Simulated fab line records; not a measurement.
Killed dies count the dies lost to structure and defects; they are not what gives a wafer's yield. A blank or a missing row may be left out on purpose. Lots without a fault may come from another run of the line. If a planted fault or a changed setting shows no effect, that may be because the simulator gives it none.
Matching of chambers :: flow n5-finfet :: N5_BEOL_M12_ILD_DEP_00 on pecvd-04 has 3 sister chambers
The step deposits SiOC from DEMS/O2, target thk 658.92 nm, time 130.7 s. 3 wafers are shown with their chamber, then 8 later ones without.

WAFERS, EACH WITH ITS CHAMBER
wafer: L081.3
chamber: 1
heater-power-w (W): 577

wafer: L080.6
chamber: 0
heater-power-w (W): 500

wafer: L084.1
chamber: 2
heater-power-w (W): 366

WAFERS MISSING THEIR CHAMBER
wafer: L084.2
heater-power-w (W): 473

wafer: L084.6
heater-power-w (W): 388

wafer: L090.3
heater-power-w (W): 460

wafer: L090.5
heater-power-w (W): 539

wafer: L090.6
heater-power-w (W): 486

wafer: L096.1
heater-power-w (W): 445

wafer: L096.2
heater-power-w (W): 604

wafer: L096.5
heater-power-w (W): 503

WHICH CHAMBER EACH WENT THROUGH
wafer: L084.2
from the rows above: 0
in truth: 0

wafer: L084.6
from the rows above: 2
in truth: 2

wafer: L090.3
from the rows above: can't be placed: 0 or 2
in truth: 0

wafer: L090.5
from the rows above: can't be placed: 1 or 0
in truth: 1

wafer: L090.6
from the rows above: 0
in truth: 0

wafer: L096.1
from the rows above: can't be placed: 0 or 2
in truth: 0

wafer: L096.2
from the rows above: 1
in truth: 1

wafer: L096.5
from the rows above: 0
in truth: 0
Correctly placed: 5 of 8. Not placeable from these rows: 3 (in 3, the candidates include the true chamber). 0 placed wrongly.
How it was worked out, from the rows above alone: a wafer's distance from a chamber is the root of the sum, over the readings, of the square of ((its reading less the chamber's mean) divided by the reading's scatter). If the next closest chamber is less than 2 further off than the closest, the wafer can't be placed; otherwise it belongs to the closest. Each chamber's mean is taken over the wafers shown for it. The scatter (one wafer shown for each chamber): square how far every hidden wafer sits from the nearest shown wafer, average those squares and take the square root.
